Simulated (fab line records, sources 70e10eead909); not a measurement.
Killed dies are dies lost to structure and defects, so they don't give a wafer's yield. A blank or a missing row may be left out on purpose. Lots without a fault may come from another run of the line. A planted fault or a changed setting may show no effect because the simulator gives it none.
Which tool did it? | flow nand_harc | 11 lots, 33 wafers sampled, at 6 steps of a route of 1302

WHAT THE GAUGES READ, wafer by wafer
NHARC_A_CHANNEL_HOLE_D1_INSPECT_40.
lot  | measured     | on                | raw_defect_count
L898 | day 9 13:12  | defect_inspect-01 | 100 116 85
L900 | day 10 09:56 | defect_inspect-01 | 63 37 69
L904 | day 11 23:26 | defect_inspect-01 | 88 89 102
L907 | day 13 04:27 | defect_inspect-02 | 75 105 95
L909 | day 13 11:57 | defect_inspect-01 | 78 41 45
L910 | day 14 22:18 | defect_inspect-02 | 388 418 423
L912 | day 14 22:58 | defect_inspect-02 | 59 60 50
L913 | day 15 06:38 | defect_inspect-02 | 430 427 388
L914 | day 15 17:11 | defect_inspect-02 | 61 41 64
L919 | day 17 20:05 | defect_inspect-02 | 54 59 51
L920 | day 18 16:19 | defect_inspect-02 | 38 44 48

NHARC_END_SORT_01.
lot  | measured     | on        | killed_at_array | killed_at_other | killed_at_periphery | killed_dies | killed_open | killed_short
L898 | day 24 19:59 | prober-02 | 82 60 52        | 0 1 1           | 4 1 4               | 86 62 57    | 4 2 4       | 2 1 4
L904 | day 27 03:37 | prober-02 | 80 83 64        | 2 0 1           | 1 4 1               | 83 87 66    | 2 7 1       | 2 5 1
L907 | day 28 15:35 | prober-02 | 44 48 39        | 0 1 0           | 3 2 1               | 47 51 40    | 5 5 2       | 2 3 0
L909 | day 29 03:35 | prober-01 | 42 42 43        | 0 0 1           | 1 2 6               | 43 44 50    | 1 3 5       | 2 2 1
L910 | day 30 13:27 | prober-02 | 88 94 95        | 0 0 0           | 4 1 3               | 92 95 98    | 3 2 6       | 5 3 3
L912 | day 30 06:22 | prober-01 | 35 30 43        | 1 0 1           | 2 4 5               | 38 34 49    | 2 4 4       | 2 2 2
L913 | day 30 12:34 | prober-01 | 122 111 101     | 0 0 0           | 8 3 5               | 130 114 106 | 3 1 2       | 0 2 0
L914 | day 32 10:42 | prober-01 | 36 23 27        | 1 1 0           | 3 1 3               | 40 25 30    | 6 3 4       | 3 0 6

WHICH TOOL RAN EACH LOT (tool, then ch and the chambers of the sampled wafers, then the start)
lot  | NHARC_A_CHANNEL_HOLE_D1_ETCH_25  | NHARC_A_CHANNEL_HOLE_D1_ETCH_44    | NHARC_A_CHANNEL_HOLE_D1_STRIP_27              | NHARC_A_CHANNEL_HOLE_D1_XSEM_31
L898 | har_etch-02 ch 0,1, day 9 10:32  | rie_diel-10 ch 0,1,3, day 9 12:13  | rie_diel-10 ch 1,3, day 9 13:06 or earlier    | xsem-02 ch 0, day 9 13:06
L900 | har_etch-01 ch 0,1, day 10 07:07 | rie_diel-10 ch 1,2, day 10 08:58   | rie_diel-10 ch 0,2,3, day 10 09:50 or earlier | xsem-02 ch 0, day 10 09:50
L904 | har_etch-02 ch 1, day 11 19:22   | rie_diel-10 ch 1,2,3, day 11 22:27 | rie_diel-10 ch 0,2,3, day 11 23:20 or earlier | xsem-01 ch 0, day 11 23:20
L907 | har_etch-02 ch 0,1, day 13 01:39 | rie_diel-10 ch 0,1, day 13 03:28   | rie_diel-10 ch 0,1, day 13 04:22 or earlier   | xsem-01 ch 0, day 13 04:22
L909 | har_etch-01 ch 0,1, day 13 09:16 | rie_diel-10 ch 1,2, day 13 10:58   | rie_diel-10 ch 0,2,3, day 13 11:51 or earlier | xsem-02 ch 0, day 13 11:51
L910 | har_etch-02 ch 0,1, day 14 19:31 | rie_diel-10 ch 2,3, day 14 21:20   | rie_diel-10 ch 0,2, day 14 22:13 or earlier   | xsem-01 ch 0, day 14 22:13
L912 | har_etch-01 ch 0,1, day 14 20:19 | rie_diel-06 ch 2,3, day 14 21:59   | rie_diel-06 ch 1,3, day 14 22:53 or earlier   | xsem-02 ch 0, day 14 22:53
L913 | har_etch-02 ch 0,1, day 15 03:50 | rie_diel-10 ch 1,2,3, day 15 05:40 | rie_diel-10 ch 0,1, day 15 06:32 or earlier   | xsem-02 ch 0, day 15 06:32
L914 | har_etch-01 ch 0,1, day 15 14:23 | rie_diel-10 ch 0,1,2, day 15 16:13 | rie_diel-10 ch 0,1,2, day 15 17:05 or earlier | xsem-01 ch 0, day 15 17:05
L919 | har_etch-01 ch 0,1, day 17 17:24 | rie_diel-10 ch 0,1,2, day 17 18:59 | rie_diel-10 ch 0,1,2, day 17 19:59 or earlier | xsem-01 ch 0, day 17 19:59
L920 | har_etch-02 ch 0,1, day 18 13:36 | rie_diel-02 ch 0,3, day 18 15:19   | rie_diel-02 ch 0,1,3, day 18 16:13 or earlier | xsem-01 ch 0, day 18 16:13
- NHARC_A_CHANNEL_HOLE_D1_ETCH_25: etches the open film in C4F8/O2/Ar, time 1040.2 s, target depth 1500 nm.
- NHARC_A_CHANNEL_HOLE_D1_ETCH_44: etches the open film in CF4/O2, target depth 140 nm, overetch 14 nm, time 77 s.
- NHARC_A_CHANNEL_HOLE_D1_STRIP_27: strips in O2.
- NHARC_A_CHANNEL_HOLE_D1_XSEM_31

WHAT THE TOOLS THEMSELVES READ (means of the sampled wafers that have a number; where no wafer has one, the mark that the record gives instead)
NHARC_A_CHANNEL_HOLE_D1_ETCH_25.
lot  | tool        | drypump_motor_current_A (A) | showerhead_plenum_p_Torr (Torr) | temp_c (C) | throttle_valve_pct (%)
L898 | har_etch-02 | 5.9                         | 3.71                            | -20.03     | 32.224
L900 | har_etch-01 | 6.5                         | 3.71                            | -20.06     | 32.225
L904 | har_etch-02 | 5.0                         | 3.60                            | -20.02     | 32.237
L907 | har_etch-02 | 5.4                         | 3.64                            | -20.19     | 32.234
L909 | har_etch-01 | 6.3                         | 3.69                            | -19.96     | 32.230
L910 | har_etch-02 | 5.4                         | 3.63                            | -19.95     | 32.243
L912 | har_etch-01 | 6.4                         | 3.67                            | -19.93     | 32.231
L913 | har_etch-02 | 5.4                         | 3.63                            | -19.91     | 32.244
L914 | har_etch-01 | 6.4                         | 3.67                            | -20.15     | 32.231
L919 | har_etch-01 | 6.4                         | 3.65                            | -20.07     | 32.226
L920 | har_etch-02 | 5.4                         | 3.85                            | -19.94     | 32.242

NHARC_A_CHANNEL_HOLE_D1_ETCH_44.
lot  | tool        | drypump_motor_current_A (A) | oes_o_777_au (a.u.) | oes_product_au (a.u.) | rf_vpp_V (V) | showerhead_plenum_p_Torr (Torr) | throttle_valve_pct (%)
L898 | rie_diel-10 | 5.5                         | 1.007               | 1.005                 | 199.9        | 1.39                            | 13.394
L900 | rie_diel-10 | 6.0                         | 0.998               | 1.001                 | 198.7        | 1.38                            | 13.400
L904 | rie_diel-10 | 5.5                         | 1.006               | 0.994                 | 198.2        | 1.39                            | 13.399
L907 | rie_diel-10 | 5.5                         | 1.000               | 1.006                 | 198.2        | 1.38                            | 13.391
L909 | rie_diel-10 | 6.0                         | 1.002               | 0.998                 | 199.4        | 1.38                            | 13.399
L910 | rie_diel-10 | 6.0                         | 1.003               | 0.993                 | 198.4        | 1.38                            | 13.392
L912 | rie_diel-06 | 5.8                         | 0.998               | 0.994                 | 199.0        | 1.40                            | 13.405
L913 | rie_diel-10 | 5.5                         | 1.001               | 0.998                 | 198.5        | 1.39                            | 13.387
L914 | rie_diel-10 | 6.0                         | 0.998               | 1.000                 | 198.4        | 1.37                            | 13.401
L919 | rie_diel-10 | 6.0                         | 1.003               | 1.006                 | 198.7        | 1.37                            | 13.401
L920 | rie_diel-02 | 5.2                         | 1.000               | 0.998                 | 197.9        | 1.33                            | 13.400

NHARC_A_CHANNEL_HOLE_D1_STRIP_27.
lot  | tool        | drypump_motor_current_A (A) | oes_product_au (a.u.) | rf_vpp_V (V) | showerhead_plenum_p_Torr (Torr) | throttle_valve_pct (%)
L898 | rie_diel-10 | 5.1                         | 1.001                 | 58.9         | 3.70                            | 17.042
L900 | rie_diel-10 | 5.9                         | 1.005                 | 58.0         | 3.65                            | 17.037
L904 | rie_diel-10 | 6.0                         | 0.988                 | 58.2         | 3.65                            | 17.031
L907 | rie_diel-10 | 6.0                         | 0.997                 | 57.9         | 3.62                            | 17.027
L909 | rie_diel-10 | 6.0                         | 0.997                 | 58.6         | 3.65                            | 17.039
L910 | rie_diel-10 | 6.4                         | 0.998                 | 56.8         | 3.61                            | 17.040
L912 | rie_diel-06 | 5.6                         | 1.003                 | 58.1         | 3.52                            | 17.037
L913 | rie_diel-10 | 6.0                         | 1.007                 | 57.3         | 3.62                            | 17.043
L914 | rie_diel-10 | 6.0                         | 1.006                 | 58.5         | 3.63                            | 17.041
L919 | rie_diel-10 | 6.0                         | 1.000                 | 58.0         | 3.62                            | 17.037
L920 | rie_diel-02 | 5.3                         | 0.992                 | 57.4         | 3.51                            | 17.037

NHARC_A_CHANNEL_HOLE_D1_XSEM_31.
lot  | tool    | bot_cd_nm (nm) | bow_nm (nm) | tilt_deg (degrees)
L898 | xsem-02 | 74.3           | 8.2         | 0.03
L900 | xsem-02 | 72.8           | 8.1         | 0.07
L904 | xsem-01 | 74.0           | 8.7         | 0.02
L907 | xsem-01 | 75.0           | 8.7         | 0.04
L909 | xsem-02 | 74.1           | 8.6         | 0.08
L910 | xsem-01 | 74.2           | 9.2         | 0.08
L912 | xsem-02 | 73.6           | 8.6         | 0.17
L913 | xsem-02 | 74.8           | 8.6         | 0.05
L914 | xsem-01 | 75.0           | 8.8         | 0.13
L919 | xsem-01 | 75.1           | 8.7         | 0.14
L920 | xsem-01 | 74.0           | 7.9         | 0.04

THE ANSWER, worked out from the rows above alone
Rule: what is usual is taken from the lots themselves. Put in order of their means at a reading, lots are off if they are a third of the lots or fewer, leave a main group of 4 or more, and stand apart from it by a gap of 3 or more times the standard deviation of the main group's means; of several such gaps the widest counts. A main group whose means are all the same, to the digits that the tables above print for the reading, isn't used. A lot without any number at a reading at which 4 lots or more have one is off too. The other lots that the step has rows for count as sound. The gauges are gone through in route order, then the tools' own readings, and for those a lot's mean is taken as printed above. The first step at which some lot is off is used, and at that step the reading that is off furthest; a lot without a number counts as furthest.
Off: L910, L913, at NHARC_A_CHANNEL_HOLE_D1_INSPECT_40 (raw_defect_count). The main group: mean 67, standard deviation 20.
A tool fits if, at a process step before that reading, it ran every lot that is off, and no sound lot after the first of them. The gauges at NHARC_A_CHANNEL_HOLE_D1_INSPECT_40 are tried like those tools. NHARC_A_CHANNEL_HOLE_D1_STRIP_27 gives no start for some lots, so the hours and the order of its lots are those of NHARC_A_CHANNEL_HOLE_D1_XSEM_31. None of those tried fits.

WHAT THE SIMULATOR HAD PUT IN
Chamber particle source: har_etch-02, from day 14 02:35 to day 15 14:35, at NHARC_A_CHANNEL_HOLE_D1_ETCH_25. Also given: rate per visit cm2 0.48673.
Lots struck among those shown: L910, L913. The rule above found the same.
